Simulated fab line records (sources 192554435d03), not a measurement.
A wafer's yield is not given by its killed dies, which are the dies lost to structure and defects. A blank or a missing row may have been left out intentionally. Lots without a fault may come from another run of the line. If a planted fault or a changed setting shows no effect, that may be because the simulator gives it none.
Chamber matching / flow n5-finfet / N5_BEOL_M0_SAQP_ETCH_88 on rie-diel-05: 3 sister chambers
The step etches underlayer in N2/H2, target depth 6.5 nm, time 5.2 s. 16 wafers are shown with their chamber, then 7 later ones without.

## WAFERS, EACH WITH ITS CHAMBER
wafer=L075.2; chamber=1; showerhead-plenum-p-Torr (Torr)=2.42; throttle-valve-pct (%)=18.34; drypump-motor-current-A (A)=5.5
wafer=L075.5; chamber=1; showerhead-plenum-p-Torr (Torr)=2.42; throttle-valve-pct (%)=18.35; drypump-motor-current-A (A)=5.5
wafer=L075.6; chamber=2; showerhead-plenum-p-Torr (Torr)=2.36; throttle-valve-pct (%)=17.62; drypump-motor-current-A (A)=6.0
wafer=L077.1; chamber=1; showerhead-plenum-p-Torr (Torr)=2.42; throttle-valve-pct (%)=18.35; drypump-motor-current-A (A)=5.4
wafer=L077.4; chamber=2; showerhead-plenum-p-Torr (Torr)=2.36; throttle-valve-pct (%)=17.60; drypump-motor-current-A (A)=6.0
wafer=L077.5; chamber=1; showerhead-plenum-p-Torr (Torr)=2.42; throttle-valve-pct (%)=18.32; drypump-motor-current-A (A)=5.5
wafer=L078.1; chamber=3; showerhead-plenum-p-Torr (Torr)=2.66; throttle-valve-pct (%)=18.17; drypump-motor-current-A (A)=5.9
wafer=L078.2; chamber=2; showerhead-plenum-p-Torr (Torr)=2.36; throttle-valve-pct (%)=17.62; drypump-motor-current-A (A)=6.0
wafer=L078.3; chamber=1; showerhead-plenum-p-Torr (Torr)=2.42; throttle-valve-pct (%)=18.36; drypump-motor-current-A (A)=5.5
wafer=L079.2; chamber=1; showerhead-plenum-p-Torr (Torr)=2.42; throttle-valve-pct (%)=18.37; drypump-motor-current-A (A)=5.5
wafer=L079.4; chamber=3; showerhead-plenum-p-Torr (Torr)=2.66; throttle-valve-pct (%)=18.16; drypump-motor-current-A (A)=5.9
wafer=L079.6; chamber=3; showerhead-plenum-p-Torr (Torr)=2.66; throttle-valve-pct (%)=18.16; drypump-motor-current-A (A)=5.9
wafer=L083.1; chamber=1; showerhead-plenum-p-Torr (Torr)=2.41; throttle-valve-pct (%)=18.36; drypump-motor-current-A (A)=5.5
wafer=L083.4; chamber=2; showerhead-plenum-p-Torr (Torr)=2.35; throttle-valve-pct (%)=17.63; drypump-motor-current-A (A)=6.0
wafer=L083.5; chamber=3; showerhead-plenum-p-Torr (Torr)=2.65; throttle-valve-pct (%)=18.17; drypump-motor-current-A (A)=5.9
wafer=L088.1; chamber=1; showerhead-plenum-p-Torr (Torr)=2.41; throttle-valve-pct (%)=18.40; drypump-motor-current-A (A)=5.5

SIGNATURES (means of the wafers above)
reading=showerhead-plenum-p-Torr; chamber 1=2.4175; chamber 2=2.3575; chamber 3=2.6575; scatter within a chamber=0.0048
reading=throttle-valve-pct; chamber 1=18.3562; chamber 2=17.6175; chamber 3=18.1650; scatter within a chamber=0.0183
reading=drypump-motor-current-A; chamber 1=5.487; chamber 2=6.000; chamber 3=5.900; scatter within a chamber=0.0259
Rule: for each reading, subtract the chamber's mean from the wafer's reading, divide by that reading's scatter and square the result; add these up over the readings and take the root, which gives the wafer's distance from the chamber. If the next closest chamber is less than 2 further off than the closest, the wafer can't be placed; otherwise it belongs to the closest. The scatter: the root of (the sum of the squares of (reading less its chamber's mean) over the shown wafers, divided by (wafers less chambers)).

## WAFERS WHOSE CHAMBER IS MISSING
wafer=L088.4; showerhead-plenum-p-Torr (Torr)=2.65; throttle-valve-pct (%)=18.18; drypump-motor-current-A (A)=6.0
wafer=L088.5; showerhead-plenum-p-Torr (Torr)=2.41; throttle-valve-pct (%)=18.40; drypump-motor-current-A (A)=5.5
wafer=L090.3; showerhead-plenum-p-Torr (Torr)=2.41; throttle-valve-pct (%)=18.41; drypump-motor-current-A (A)=5.5
wafer=L090.6; showerhead-plenum-p-Torr (Torr)=2.65; throttle-valve-pct (%)=18.20; drypump-motor-current-A (A)=6.0
wafer=L094.1; showerhead-plenum-p-Torr (Torr)=2.41; throttle-valve-pct (%)=18.41; drypump-motor-current-A (A)=5.5
wafer=L094.4; showerhead-plenum-p-Torr (Torr)=2.64; throttle-valve-pct (%)=18.19; drypump-motor-current-A (A)=5.9
wafer=L094.5; showerhead-plenum-p-Torr (Torr)=2.34; throttle-valve-pct (%)=17.65; drypump-motor-current-A (A)=6.0

## THE CHAMBER EACH PASSED THROUGH
wafer=L088.4; from the rows above=3; in truth=3
wafer=L088.5; from the rows above=1; in truth=1
wafer=L090.3; from the rows above=1; in truth=1
wafer=L090.6; from the rows above=3; in truth=3
wafer=L094.1; from the rows above=1; in truth=1
wafer=L094.4; from the rows above=3; in truth=3
wafer=L094.5; from the rows above=2; in truth=2
Correctly placed: 7 of 7. Left unplaced by these rows: 0. Number placed wrongly: 0.
